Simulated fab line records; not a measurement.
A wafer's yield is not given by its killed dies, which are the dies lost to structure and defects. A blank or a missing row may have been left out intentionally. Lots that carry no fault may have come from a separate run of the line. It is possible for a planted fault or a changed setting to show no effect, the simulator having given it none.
fab line records    flow nand_harc
[record] lots = 12  wafers = 36  last_day = 33
route steps=1302 shown A_SLIT@943 A_WL_FILL@953 END@1302
lots that met no fault: taken from a fault-free run of the same line
start_h: start of the lot's first displayed wafer, in hours after the record's first day    wait_h: hours elapsed since this lot's preceding step    " repeats the value in the row above    L1.1+2: several wafers, shown together as one row    - no value present, or no start provided    * or withheld: withheld    < > ~ a bound
route shown NAME@n: NAME is a module with steps in the file, n the number in the route of the first one    usual: average and standard deviation across the fault-free wafers    same: alike in all rows    chamber/n: place in a boat    sites: each site's reading    _std_site: standard deviation of those values    _edge_site: mean of outer sites minus mean of inner sites    radius_mm: how far each site lies from the wafer's centre    mask NAME#n: copy n    behind: the tool/chamber that last shaped the wafer    hold: reason for holding the lot/hours on hold/outcome of the hold    device: the n, p or np transistor that did not switch    end of line: tests of these same wafers at the route's end    where a step has no rows: the recipe by itself    killed: dies lost to structure and defects at the first sort, not the wafer's yield    map: per-die view of a wafer (x killed, . not killed, _ where there is no die)
set.NAME: setting as actually run; set.NAME@STEP: the setting as run at that earlier step    model.NAME: the simulator's own value behind a step, which no gauge read
the route's steps for a sample of lots (tables are steps, rows are wafers)
services: the hour from which a tool's chamber was out of use, counted from the record's first day as start_h (under 0 if before that day), plus the number of hours and why
[[steps]]
[step NHARC_A_SLIT_STRIP_18]
[recipe] o2_flow_sccm = 500  ar_flow_sccm = 0  bias_w = 0  chemistry = O2
[usual] drypump_motor_current_A = 5.6/0.47  o2_flow_sccm = 500.1/1.3  oes_product_au = 1.000/0.012  rf_vpp_V = 57.6/0.91  showerhead_plenum_p_Torr = 3.48/0.12  throttle_valve_pct = 17.037/0.009
lot.wafer  tool         chamber  start_h  wait_h  drypump_motor_current_A  o2_flow_sccm  oes_product_au  rf_hours_counter_h  rf_vpp_V  showerhead_plenum_p_Torr  throttle_valve_pct
L934.1     rie_diel-12  1        -        -       5.7                      498.5         1.022           2                   59.3      3.46                      17.010
L934.4     "            3        "        "       5.2                      501.2         0.999           2                   56.7      3.33                      17.027
L934.3     "            0        "        "       5.3                      500.7         1.003           2                   57.9      3.56                      17.040
L933.4     rie_diel-04  2        -        -       6.2                      498.8         1.002           6                   59.1      3.63                      17.019
L933.5     "            3        "        "       4.9                      499.6         0.980           -                   58.2      3.55                      17.031
L933.6     "            0        "        "       6.0                      499.5         1.000           -                   56.8      3.31                      17.038
L936.1     rie_diel-04  0        -        -       5.9                      500.9         1.002           6                   56.5      3.31                      17.037
L936.4     "            2        "        "       6.2                      500.4         0.996           7                   57.5      3.63                      17.047
L936.5     "            0        "        "       5.9                      501.8         1.001           -                   55.8      3.31                      17.023
L937.3     rie_diel-12  1        -        -       5.7                      502.1         1.011           3                   56.8      3.46                      17.027
L937.4     "            2        "        "       5.6                      501.4         1.018           3                   58.2      3.42                      17.035
L937.6     "            3        "        "       5.2                      499.7         1.016           -                   58.1      3.33                      17.035
L938.1     rie_diel-04  3        -        -       4.9                      503.1         0.985           9                   56.7      3.55                      17.041
L938.6     "            1        "        "       5.2                      498.3         1.002           -                   57.8      3.72                      17.030
L938.5     "            2        "        "       6.2                      499.1         0.988           -                   58.0      3.63                      17.030
L946.2     rie_diel-02  1        -        -       6.0                      502.3         1.009           1                   57.1      3.48                      17.035
L946.5     "            1        "        "       6.1                      500.1         1.006           -                   57.1      3.48                      17.033
L946.6     "            2        "        "       6.7                      500.0         0.991           -                   58.0      3.55                      17.036
L949.4     rie_diel-12  2        -        -       5.6                      498.5         1.024           13                  57.2      3.42                      17.049
L949.2     "            3        "        "       5.2                      499.9         0.992           12                  57.2      3.32                      17.033
L949.3     "            0        "        "       5.3                      497.5         1.012           11                  56.5      3.56                      17.039
L950.1     rie_diel-04  1        -        -       5.2                      499.2         0.988           3                   57.1      3.71                      17.047
L950.3     "            2        "        "       6.2                      501.8         0.981           5                   58.1      3.62                      17.043
L950.6     "            0        "        "       5.9                      502.9         1.009           -                   55.8      3.31                      17.053
L951.4     rie_diel-12  0        -        -       5.3                      500.5         1.014           0                   58.4      3.56                      17.038
L951.6     "            3        "        "       5.2                      499.5         0.998           -                   57.9      3.32                      17.039
L951.5     "            0        "        "       5.3                      500.4         1.015           -                   56.7      3.56                      17.035
L954.3     rie_diel-02  1        -        -       6.0                      499.1         1.001           5                   57.4      3.48                      17.034
L954.1     "            2        "        "       6.7                      500.0         1.001           6                   57.9      3.55                      17.045
L954.5     "            1        "        "       6.0                      501.2         1.011           -                   57.5      3.48                      17.051
L952.1     rie_diel-04  2        -        -       6.2                      500.6         0.994           6                   57.2      3.62                      17.029
L952.4     "            3        "        "       4.9                      500.7         0.988           7                   57.0      3.54                      17.043
L952.2     "            1        "        "       5.2                      499.4         1.001           5                   58.4      3.71                      17.041
L955.4     rie_diel-12  0        -        -       5.3                      500.8         1.003           3                   56.8      3.56                      17.023
L955.3     "            2        "        "       5.6                      500.4         1.002           2                   58.0      3.42                      17.028
L955.5     "            0        "        "       5.3                      502.3         1.003           -                   57.3      3.56                      17.049
[step NHARC_A_WL_FILL_RTA_01]
[recipe] temp_c = 1000  time_s = 5
[usual] lamp_power_pct = 29.6/0.67  lamp_zone_1_pct = 29.6/0.67  wafer_temp_C_max = 1003.8/1.8
lot.wafer  tool           chamber  start_h  wait_h  lamp_power_pct  lamp_zone_1_pct  wafer_temp_C_max
L934.1     rtp_anneal-01  0        482.30   -       28.9            28.9             1004.3
L934.3     "              0        "        "       28.9            28.9             1006.9
L934.4     "              0        "        "       28.9            28.9             1005.2
L933.4     rtp_anneal-02  0        482.58   -       30.2            30.2             1003.1
L933.5     "              0        "        "       30.3            30.2             1002.6
L933.6     "              0        "        "       30.3            30.3             1002.4
L936.1     rtp_anneal-02  0        498.86   -       30.2            30.2             1003.1
L936.4     "              0        "        "       30.2            30.2             1002.2
L936.5     "              0        "        "       30.2            30.2             1001.8
L937.3     rtp_anneal-01  0        509.77   -       29.0            28.9             1005.1
L937.4     "              0        "        "       29.0            28.9             1006.1
L937.6     "              0        "        "       28.9            28.9             1006.0
L938.1     rtp_anneal-01  0        511.82   -       28.9            28.9             1005.8
L938.5     "              0        "        "       29.0            28.9             1004.2
L938.6     "              0        "        "       29.0            28.9             1006.7
L946.2     rtp_anneal-02  0        605.31   -       30.3            30.2             1002.8
L946.5     "              0        "        "       30.3            30.3             1002.5
L946.6     "              0        "        "       30.3            30.3             1002.1
L949.2     rtp_anneal-01  0        620.32   -       28.9            28.9             1005.9
L949.3     "              0        "        "       28.9            28.9             1004.6
L949.4     "              0        "        "       28.9            28.9             1008.3
L950.1     rtp_anneal-01  0        640.89   -       28.9            28.9             1006.4
L950.3     "              0        "        "       28.9            28.9             1005.5
L950.6     "              0        "        "       28.9            28.9             1004.5
L951.4     rtp_anneal-02  0        640.98   -       30.3            30.3             1002.0
L951.5     "              0        "        "       30.3            30.3             1002.5
L951.6     "              0        "        "       30.3            30.3             1002.2
L954.1     rtp_anneal-01  0        669.47   -       28.9            28.9             1003.4
L954.3     "              0        "        "       28.9            28.9             1005.5
L954.5     "              0        "        "       28.9            28.9             1005.9
L952.1     rtp_anneal-01  0        673.86   0.7     29.0            28.9             1008.7
L952.2     "              0        "        "       28.9            28.9             1005.2
L952.4     "              0        "        "       28.9            28.9             1005.9
L955.3     rtp_anneal-01  0        695.64   -       29.0            28.9             1005.9
L955.4     "              0        "        "       29.0            28.9             1007.3
L955.5     "              0        "        "       28.9            28.9             1005.8
[step NHARC_A_WL_FILL_ETCHBACK_16]
[recipe] target_depth_a = 1200  time_s = 24  c4f8_flow_sccm = withheld  o2_flow_sccm = 8  ar_flow_sccm = withheld  rf_w = 600  bias_w = 800  chemistry = C4F8/O2/Ar
[usual] oes_product_au = 0.97/0.033  rf_fwd_power_W = 590/3.8  rf_vpp_V = 725/4.2
lot.wafer  tool         chamber  start_h  wait_h  oes_product_au  rf_fwd_power_W  rf_hours_counter_h  rf_vpp_V
L933.4     rie_diel-01  0        493.67   -       0.93            589             5.5                 730
L933.6     "            0        "        "       0.92            586             -                   730
L933.5     "            1        "        "       0.91            597             -                   723
L934.4     rie_diel-05  2        495.81   -       0.99            595             2.2                 720
L934.1     "            3        "        "       0.99            586             2.3                 724
L934.3     "            1        "        "       0.93            585             1.9                 729
L936.4     rie_diel-05  0        511.20   -       0.75            349             2.4                 731
L936.1     "            2        "        "       0.75            355             2.5                 719
L936.5     "            3        "        "       0.74            345             -                   721
L937.3     rie_diel-10  1        521.17   -       1.00            588             2.7                 730
L937.4     "            2        "        "       1.01            594             2.8                 725
L937.6     "            3        "        "       1.01            588             -                   730
L938.1     rie_diel-05  3        521.20   -       0.74            348             2.7                 724
L938.5     "            2        "        "       0.74            356             -                   719
L938.6     "            3        "        "       0.74            347             -                   724
L946.2     rie_diel-10  2        620.75   -       1.00            593             0.6                 725
L946.5     "            0        "        "       1.03            593             -                   728
L946.6     "            1        "        "       1.00            590             -                   729
L949.2     rie_diel-10  2        635.89   -       0.98            595             1.2                 725
L949.3     "            3        "        "       0.97            587             1.2                 730
L949.4     "            1        "        "       1.00            588             1.5                 730
L950.3     rie_diel-10  2        651.84   -       0.98            589             1.4                 725
L950.1     "            3        "        "       0.98            588             1.3                 730
L950.6     "            1        "        "       1.01            592             -                   729
L951.4     rie_diel-05  2        655.58   -       1.00            597             1.4                 719
L951.6     "            0        "        "       1.01            586             -                   730
L951.5     "            1        "        "       1.00            584             -                   729
L952.2     rie_diel-05  1        684.69   -       1.00            586             2.5                 727
L952.1     "            2        "        "       1.01            592             2.2                 720
L952.4     "            3        "        "       1.00            586             3.0                 723
L954.1     rie_diel-01  3        685.94   -       0.99            587             5.4                 717
L954.3     "            1        "        "       0.99            590             6.5                 723
L954.5     "            3        "        "       0.98            587             -                   715
L955.4     rie_diel-01  1        706.70   -       0.99            594             6.9                 724
L955.3     "            2        "        "       1.00            593             7.1                 722
L955.5     "            2        "        "       0.99            595             -                   721
[step NHARC_A_WL_FILL_ETCHBACK_26]
[recipe] target_depth_a = 520  time_s = 13.3  hbr_flow_sccm = 150  rf_w = 350  icp_w = 350  bias_w = 60  chemistry = HBr
[usual] drypump_motor_current_A = 5.9/0.44  oes_product_au = 0.998/0.0082  rf_fwd_power_W = 342.8/1.6  throttle_valve_pct = 23.266/0.01
lot.wafer  tool       chamber  start_h  wait_h  drypump_motor_current_A  oes_product_au  rf_fwd_power_W  rf_hours_counter_h  throttle_valve_pct
L933.4     rie_si-06  1        498.99   0.4     6.5                      1.007           343.0           0.2                 23.274
L933.5     "          1        "        "       6.5                      1.009           342.3           -                   23.268
L933.6     "          2        "        "       5.5                      1.003           341.6           -                   23.280
L934.3     rie_si-03  0        498.99   0.4     5.4                      0.997           342.1           0.7                 23.261
L934.4     "          2        "        "       5.4                      1.008           345.1           0.6                 23.267
L934.1     "          3        "        "       6.3                      0.998           341.8           0.7                 23.271
L936.4     rie_si-04  0        516.48   0.4     5.7                      1.004           344.5           0.8                 23.255
L936.1     "          2        "        "       5.2                      1.001           343.2           0.9                 23.266
L936.5     "          3        "        "       5.4                      0.993           339.9           -                   23.272
L937.3     rie_si-06  2        526.57   0.4     5.5                      1.011           340.7           0.8                 23.276
L937.4     "          3        "        "       5.9                      0.999           341.9           0.7                 23.262
L937.6     "          2        "        "       5.5                      1.007           342.5           -                   23.248
L938.1     rie_si-03  1        526.60   0.4     6.5                      0.993           341.3           0.9                 23.255
L938.5     "          2        "        "       5.4                      1.004           345.9           -                   23.263
L938.6     "          3        "        "       6.3                      1.006           341.0           -                   23.268
L946.2     rie_si-06  3        626.17   0.4     5.9                      1.002           344.2           0.1                 23.259
L946.5     "          1        "        "       6.5                      1.008           343.9           -                   23.256
L946.6     "          2        "        "       5.5                      1.008           341.8           -                   23.262
L949.3     rie_si-06  3        639.36   0.4     5.9                      0.998           340.7           0.2                 23.271
L949.4     "          0        "        "       6.4                      1.004           342.2           0.2                 23.263
L949.2     "          1        "        "       6.5                      0.989           341.5           0.1                 23.258
L950.1     rie_si-04  0        657.15   0.4     5.7                      0.987           343.2           0.7                 23.279
L950.3     "          2        "        "       5.2                      0.989           343.5           0.9                 23.260
L950.6     "          0        "        "       5.7                      0.993           345.3           -                   23.269
L951.4     rie_si-06  2        660.99   0.4     5.5                      1.007           343.2           0.3                 23.268
L951.5     "          1        "        "       6.5                      1.002           342.7           -                   23.266
L951.6     "          2        "        "       5.5                      1.003           342.4           -                   23.277
L952.1     rie_si-04  3        688.16   0.4     5.5                      1.001           342.9           1.2                 23.250
L952.2     "          1        "        "       6.0                      0.981           343.7           1.0                 23.276
L952.4     "          2        "        "       5.2                      0.987           344.0           1.1                 23.251
L954.3     rie_si-06  3        691.33   0.4     5.9                      0.992           343.0           0.6                 23.263
L954.1     "          0        "        "       6.4                      0.999           346.0           0.5                 23.280
L954.5     "          2        "        "       5.5                      1.001           340.5           -                   23.273
L955.3     rie_si-06  2        712.05   0.4     5.5                      0.998           341.5           0.7                 23.256
L955.4     "          0        "        "       6.4                      0.997           343.8           0.6                 23.252
L955.5     "          3        "        "       5.9                      1.003           342.8           -                   23.262
[step NHARC_END_SORT_01]
[recipe] temp_c = 25
[usual] killed_at_array = 58/20  killed_at_other = 1.0/1.2  killed_at_periphery = 4.1/3  killed_dies = 63/20  killed_open = 3.2/1.7  killed_short = 2.5/1.5
[same] gross_dies = 677
lot.wafer  tool       chamber  start_h  wait_h  killed_at_array  killed_at_other  killed_at_periphery  killed_dies  killed_open  killed_short
L934.1     prober-02  0        579.65   2.5     17               1                2                    20           2            4
L934.3     prober-02  0        581.26   3.1     30               1                1                    32           4            4
L934.4     prober-02  0        582.07   3.4     18               1                2                    21           4            2
// killed by level:class
L934.1 A_CHANNEL_HOLE_D2:chamber_film_flake=6 A_SOURCE_PLATE:geometric_particle:short=2 A_SOURCE_PLATE:geometric_particle:open=2 A_CHANNEL_HOLE_D1:chamber_film_flake=2 A_M1:chamber_film_flake=2 P_GATE:geometric_particle:short=1 A_CHANNEL_HOLE_D2:geometric_particle:short=1 P_STI:chamber_film_flake=1
L934.3 A_CHANNEL_HOLE_D2:chamber_film_flake=11 A_CHANNEL_HOLE_D1:chamber_film_flake=3 A_M0:geometric_particle:short=2 A_DECK1_JOINT:chamber_film_flake=2 A_SLIT:chamber_film_flake=2 A_CONTACT:chamber_film_flake=2 A_M0:chamber_film_flake=2 P_M2:geometric_particle:open=1
L934.4 A_CHANNEL_HOLE_D2:chamber_film_flake=7 A_CONTACT:chamber_film_flake=4 A_CONTACT:geometric_particle:open=2 P_GATE:geometric_particle:open=1 P_GATE:geometric_particle:short=1 A_M0:geometric_particle:open=1 STARTING-WAFER:geometric_particle:short=1 A_CHANNEL_HOLE_D1:chamber_film_flake=1
[[services]]
tool         chamber  start_h  hours  kind
rie_diel-10  2        458.77   3.1    repair
rie_diel-04  1        460.02   6.7    repair
rie_si-06    1        461.77   16.7   repair
rie_diel-05  1        483.66   10.3   repair
rie_diel-12  -        503.70   2.9    repair
rie_diel-04  1        528.26   32.6   repair
rie_diel-04  -        532.42   9.0    pm
rie_si-06    3        540.77   2.4    repair
rie_diel-04  3        556.05   2.6    repair
rie_diel-12  1        563.76   18.9   repair
rie_si-06    -        566.71   0.1    repair
rie_diel-05  -        583.60   9.0    pm
rie_diel-10  -        586.59   0.7    repair
rie_diel-12  -        587.59   0.3    repair
rie_diel-05  2        601.82   1.2    repair
rie_si-06    -        603.00   9.0    pm
rie_diel-12  -        622.42   9.0    pm
rie_diel-05  -        625.63   0.2    repair
rie_diel-05  2        637.52   4.1    repair
rie_si-06    -        661.54   0.2    repair
rie_diel-12  2        667.27   2.0    repair
rie_si-06    2        678.65   3.5    repair
rie_diel-12  -        679.94   0.6    repair
rie_diel-04  -        709.42   9.0    pm
[[key]]
[first_sign] step = NHARC_A_WL_FILL_ETCHBACK_16  reading = rf_fwd_power_W  direction = down  sigmas = 63  usual = *  struck = *
[effect] step = NHARC_A_WL_FILL_ETCHBACK_16  reading = oes_product_au  direction = down  sigmas = 6.9  usual = 0.97  struck = 0.74
met_at NHARC_A_WL_FILL_ETCHBACK_16
struck_lots L936,L938
tester_left_out L936,L938
not_acting_at NHARC_A_SLIT_STRIP_18,NHARC_A_WL_FILL_RTA_01,NHARC_A_WL_FILL_ETCHBACK_26
onset_between 495.81 511.20
[fault] kind = process_parameter_drift  tool = rie_diel-05  chamber = -  onset_h = 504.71  steps = NHARC_A_WL_FILL_ETCHBACK_16  channel = rf_w  offset = *  shape = step  end_h = 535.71  acts_in = *  stated = *
// tester_left_out: of these lots the tester's yield and bins aren't shown, on N5 and GAA mostly nor the transistor test; their killed dies are dies lost to structure and defects alone, not to doping, threshold or leakage, so they don't give the yield
